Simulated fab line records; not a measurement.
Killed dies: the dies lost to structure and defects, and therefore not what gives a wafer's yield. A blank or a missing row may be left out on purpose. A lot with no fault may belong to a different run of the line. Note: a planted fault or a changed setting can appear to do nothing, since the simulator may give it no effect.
Matching of chambers | flow n5 finfet | N5_BEOL_M0_SAQP_ETCH_88 on rie diel-06 has 4 sister chambers
The step etches underlayer in N2/H2, target depth 6.5 nm, time 5.2 s. 14 wafers are shown with their chamber, then 7 later ones without.

== WAFERS WITH THEIR CHAMBER ==
wafer  | chamber | showerhead plenum p Torr (Torr) | etch rf on time s (s) | throttle valve pct (%)
L074.1 | 2       | 2.68                            | 4.88                  | 17.68
L074.2 | 3       | 2.34                            | 5.14                  | 17.39
L074.4 | 3       | 2.34                            | 5.13                  | 17.39
L081.2 | 2       | 2.68                            | 4.84                  | 17.71
L081.3 | 1       | 2.49                            | 5.32                  | 17.83
L081.6 | 1       | 2.50                            | 5.36                  | 17.81
L083.1 | 2       | 2.68                            | 4.90                  | 17.71
L083.2 | 0       | 2.60                            | 5.24                  | 17.52
L083.5 | 2       | 2.67                            | 4.84                  | 17.71
L087.1 | 3       | 2.33                            | 5.17                  | 17.46
L087.4 | 1       | 2.49                            | 5.34                  | 17.83
L087.5 | 3       | 2.33                            | 5.19                  | 17.42
L094.2 | 3       | 2.32                            | 5.19                  | 17.46
L094.4 | 0       | 2.59                            | 5.25                  | 17.56

SIGNATURES (averages over the wafers above)
reading                  | chamber 0 | chamber 1 | chamber 2 | chamber 3 | scatter within a chamber
showerhead plenum p Torr | 2.5950    | 2.4933    | 2.6775    | 2.3320    | 0.00687
etch rf on time s        | 5.2450    | 5.3400    | 4.8650    | 5.1640    | 0.0258
throttle valve pct       | 17.5400   | 17.8233   | 17.7025   | 17.4240   | 0.0258
Rule: a wafer lies at a distance from a chamber equal to the root of the sum of squares, over the readings, of (its reading less the chamber's mean, divided by the reading's scatter). The wafer belongs to the nearest chamber; if the next one is less than 2 further off, it can't be placed. The scatter is the square root of a quotient: the sum, over the shown wafers, of each reading's squared deviation from its chamber's mean, divided by wafers minus chambers.

== WAFERS WHOSE CHAMBER IS MISSING ==
wafer  | showerhead plenum p Torr (Torr) | etch rf on time s (s) | throttle valve pct (%)
L094.6 | 2.32                            | 5.16                  | 17.50
L095.1 | 2.59                            | 5.29                  | 17.56
L095.3 | 2.67                            | 4.92                  | 17.76
L095.5 | 2.67                            | 4.91                  | 17.74
L096.2 | 2.66                            | 4.89                  | 17.76
L096.4 | 2.32                            | 5.17                  | 17.47
L096.6 | 2.66                            | 4.89                  | 17.76

== THE CHAMBER EACH PASSED THROUGH ==
wafer  | from the rows above | in truth
L094.6 | 3                   | 3
L095.1 | 0                   | 0
L095.3 | 2                   | 2
L095.5 | 2                   | 2
L096.2 | 2                   | 2
L096.4 | 3                   | 3
L096.6 | 2                   | 2
7 of 7 placed correctly. Can't be placed from these rows: 0. Wrongly placed: 0.
